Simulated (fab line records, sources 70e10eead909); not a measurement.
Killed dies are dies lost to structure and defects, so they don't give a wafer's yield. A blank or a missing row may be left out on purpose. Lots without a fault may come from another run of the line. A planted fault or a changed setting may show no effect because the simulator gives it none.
Chamber matching | flow nand_harc | NHARC_A_M0_CMP_23 on cmp-02: 4 sister chambers
The step polishes, t overpolish 20 s, target thk 113.75 nm. 16 wafers are shown with their chamber, then 8 later ones without.

WAFERS WITH THEIR CHAMBER
wafer  | chamber | motor_current_A (A) | time_to_endpoint_s (s)
L074.2 | 1       | 14.3                | 26.5
L074.5 | 2       | 13.2                | 29.4
L074.6 | 3       | 11.5                | 27.1
L076.1 | 3       | 11.4                | 25.3
L076.3 | 1       | 14.4                | 25.6
L076.4 | 0       | 12.2                | 25.9
L080.1 | 2       | 12.2                | 32.8
L080.2 | 1       | 14.3                | 25.6
L080.5 | 2       | 11.9                | 33.7
L088.1 | 1       | 14.5                | 26.0
L088.3 | 0       | 11.8                | 29.8
L088.6 | 1       | 14.8                | 23.1
L091.1 | 2       | 11.9                | 35.7
L091.3 | 1       | 13.6                | 29.7
L091.6 | 1       | 14.0                | 29.5
L092.3 | 2       | 12.0                | 31.8

SIGNATURES (means of the wafers above)
reading            | chamber 0 | chamber 1 | chamber 2 | chamber 3 | scatter within a chamber
motor_current_A    | 12.000    | 14.271    | 12.240    | 11.450    | 0.425
time_to_endpoint_s | 27.850    | 26.571    | 32.680    | 26.200    | 2.3
Rule: a wafer's distance from a chamber is the root of the sum, over the readings, of the square of ((its reading less the chamber's mean) divided by the reading's scatter). The wafer belongs to the nearest chamber; if the next one is less than 2 further off, it can't be placed. The scatter: the root of (the sum of the squares of (reading less its chamber's mean) over the shown wafers, divided by (wafers less chambers)).

WAFERS WITHOUT THEIR CHAMBER
wafer  | motor_current_A (A) | time_to_endpoint_s (s)
L092.4 | 12.4                | 32.2
L092.6 | 12.3                | 30.1
L093.1 | 11.7                | 34.0
L093.4 | 14.0                | 30.8
L093.6 | 11.8                | 30.0
L094.1 | 11.5                | 30.0
L094.3 | 11.6                | 25.6
L094.4 | 11.2                | 23.9

WHICH CHAMBER EACH WENT THROUGH
wafer  | from the rows above          | in truth
L092.4 | can't be placed: 2 or 0      | 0
L092.6 | can't be placed: 2 or 0 or 3 | 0
L093.1 | can't be placed: 2 or 0      | 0
L093.4 | 1                            | 1
L093.6 | can't be placed: 0 or 2 or 3 | 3
L094.1 | can't be placed: 0 or 3 or 2 | 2
L094.3 | can't be placed: 3 or 0      | 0
L094.4 | can't be placed: 3 or 0      | 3
Placed correctly: 1 of 8. Can't be placed from these rows: 7 (the true chamber is among the candidates in 7). Placed wrongly: 0.
